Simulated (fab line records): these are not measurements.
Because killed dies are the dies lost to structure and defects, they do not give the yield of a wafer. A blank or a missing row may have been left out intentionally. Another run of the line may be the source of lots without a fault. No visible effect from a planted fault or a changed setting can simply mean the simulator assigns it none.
Matching of chambers || flow n5-finfet || N5_BEOL_M8_ETCH_62 on rie-diel-01: 4 sister chambers
The step etches SOC in N2/H2, target depth 110 nm, overetch 22 nm, time 165 s. 16 wafers are shown with their chamber, then 8 later ones without.

## EACH WAFER AND ITS CHAMBER
{"wafer": "L083.2", "chamber": 3, "showerhead-plenum-p-Torr (Torr)": 2.44, "drypump-motor-current-A (A)": 5.9, "throttle-valve-pct (%)": 17.3}
{"wafer": "L083.4", "chamber": 0, "showerhead-plenum-p-Torr (Torr)": 2.60, "drypump-motor-current-A (A)": 6.4, "throttle-valve-pct (%)": 18.1}
{"wafer": "L083.6", "chamber": 3, "showerhead-plenum-p-Torr (Torr)": 2.44, "drypump-motor-current-A (A)": 5.9, "throttle-valve-pct (%)": 17.3}
{"wafer": "L087.1", "chamber": 2, "showerhead-plenum-p-Torr (Torr)": 2.42, "drypump-motor-current-A (A)": 6.6, "throttle-valve-pct (%)": 18.4}
{"wafer": "L087.2", "chamber": 0, "showerhead-plenum-p-Torr (Torr)": 2.59, "drypump-motor-current-A (A)": 6.4, "throttle-valve-pct (%)": 18.1}
{"wafer": "L087.3", "chamber": 1, "showerhead-plenum-p-Torr (Torr)": 2.47, "drypump-motor-current-A (A)": 5.8, "throttle-valve-pct (%)": 17.9}
{"wafer": "L087.4", "chamber": 3, "showerhead-plenum-p-Torr (Torr)": 2.44, "drypump-motor-current-A (A)": 6.0, "throttle-valve-pct (%)": 17.3}
{"wafer": "L087.5", "chamber": 2, "showerhead-plenum-p-Torr (Torr)": 2.42, "drypump-motor-current-A (A)": 6.6, "throttle-valve-pct (%)": 18.4}
{"wafer": "L087.6", "chamber": 3, "showerhead-plenum-p-Torr (Torr)": 2.44, "drypump-motor-current-A (A)": 6.0, "throttle-valve-pct (%)": 17.3}
{"wafer": "L086.1", "chamber": 1, "showerhead-plenum-p-Torr (Torr)": 2.47, "drypump-motor-current-A (A)": 5.8, "throttle-valve-pct (%)": 17.8}
{"wafer": "L086.2", "chamber": 2, "showerhead-plenum-p-Torr (Torr)": 2.41, "drypump-motor-current-A (A)": 6.6, "throttle-valve-pct (%)": 18.4}
{"wafer": "L086.3", "chamber": 3, "showerhead-plenum-p-Torr (Torr)": 2.44, "drypump-motor-current-A (A)": 5.9, "throttle-valve-pct (%)": 17.3}
{"wafer": "L086.4", "chamber": 1, "showerhead-plenum-p-Torr (Torr)": 2.47, "drypump-motor-current-A (A)": 5.8, "throttle-valve-pct (%)": 17.9}
{"wafer": "L086.5", "chamber": 3, "showerhead-plenum-p-Torr (Torr)": 2.44, "drypump-motor-current-A (A)": 5.9, "throttle-valve-pct (%)": 17.3}
{"wafer": "L086.6", "chamber": 2, "showerhead-plenum-p-Torr (Torr)": 2.41, "drypump-motor-current-A (A)": 6.6, "throttle-valve-pct (%)": 18.4}
{"wafer": "L091.1", "chamber": 0, "showerhead-plenum-p-Torr (Torr)": 2.59, "drypump-motor-current-A (A)": 6.4, "throttle-valve-pct (%)": 17.7}

SIGNATURES, as means of the wafers listed above
{"reading": "showerhead-plenum-p-Torr", "chamber 0": 2.5933, "chamber 1": 2.4700, "chamber 2": 2.4150, "chamber 3": 2.4400, "scatter within a chamber": 0.00373}
{"reading": "drypump-motor-current-A", "chamber 0": 6.400, "chamber 1": 5.800, "chamber 2": 6.600, "chamber 3": 5.933, "scatter within a chamber": 0.0333}
{"reading": "throttle-valve-pct", "chamber 0": 17.967, "chamber 1": 17.867, "chamber 2": 18.400, "chamber 3": 17.300, "scatter within a chamber": 0.0972}
Rule: distance of a wafer from a chamber = root of the sum over the readings of ((wafer's reading minus chamber's mean) / reading's scatter) squared. The wafer belongs to the nearest chamber; if the next one is less than 2 further off, it can't be placed. The scatter is the square root of a quotient: the sum, over the shown wafers, of each reading's squared deviation from its chamber's mean, divided by wafers minus chambers.

## WAFERS WHOSE CHAMBER IS MISSING
{"wafer": "L091.2", "showerhead-plenum-p-Torr (Torr)": 2.41, "drypump-motor-current-A (A)": 6.5, "throttle-valve-pct (%)": 18.4}
{"wafer": "L091.6", "showerhead-plenum-p-Torr (Torr)": 2.41, "drypump-motor-current-A (A)": 6.5, "throttle-valve-pct (%)": 18.4}
{"wafer": "L093.1", "showerhead-plenum-p-Torr (Torr)": 2.41, "drypump-motor-current-A (A)": 6.5, "throttle-valve-pct (%)": 18.4}
{"wafer": "L093.2", "showerhead-plenum-p-Torr (Torr)": 2.46, "drypump-motor-current-A (A)": 5.8, "throttle-valve-pct (%)": 17.9}
{"wafer": "L093.3", "showerhead-plenum-p-Torr (Torr)": 2.43, "drypump-motor-current-A (A)": 5.9, "throttle-valve-pct (%)": 17.3}
{"wafer": "L093.4", "showerhead-plenum-p-Torr (Torr)": 2.59, "drypump-motor-current-A (A)": 6.4, "throttle-valve-pct (%)": 17.7}
{"wafer": "L093.5", "showerhead-plenum-p-Torr (Torr)": 2.46, "drypump-motor-current-A (A)": 5.7, "throttle-valve-pct (%)": 17.9}
{"wafer": "L093.6", "showerhead-plenum-p-Torr (Torr)": 2.59, "drypump-motor-current-A (A)": 6.4, "throttle-valve-pct (%)": 17.7}

## THE CHAMBER EACH PASSED THROUGH
{"wafer": "L091.2", "from the rows above": 2, "in truth": 2}
{"wafer": "L091.6", "from the rows above": 2, "in truth": 2}
{"wafer": "L093.1", "from the rows above": 2, "in truth": 2}
{"wafer": "L093.2", "from the rows above": 1, "in truth": 1}
{"wafer": "L093.3", "from the rows above": 3, "in truth": 3}
{"wafer": "L093.4", "from the rows above": 0, "in truth": 0}
{"wafer": "L093.5", "from the rows above": 1, "in truth": 1}
{"wafer": "L093.6", "from the rows above": 0, "in truth": 0}
Correctly placed: 8 of 8. Left unplaced by these rows: 0. 0 placed wrongly.
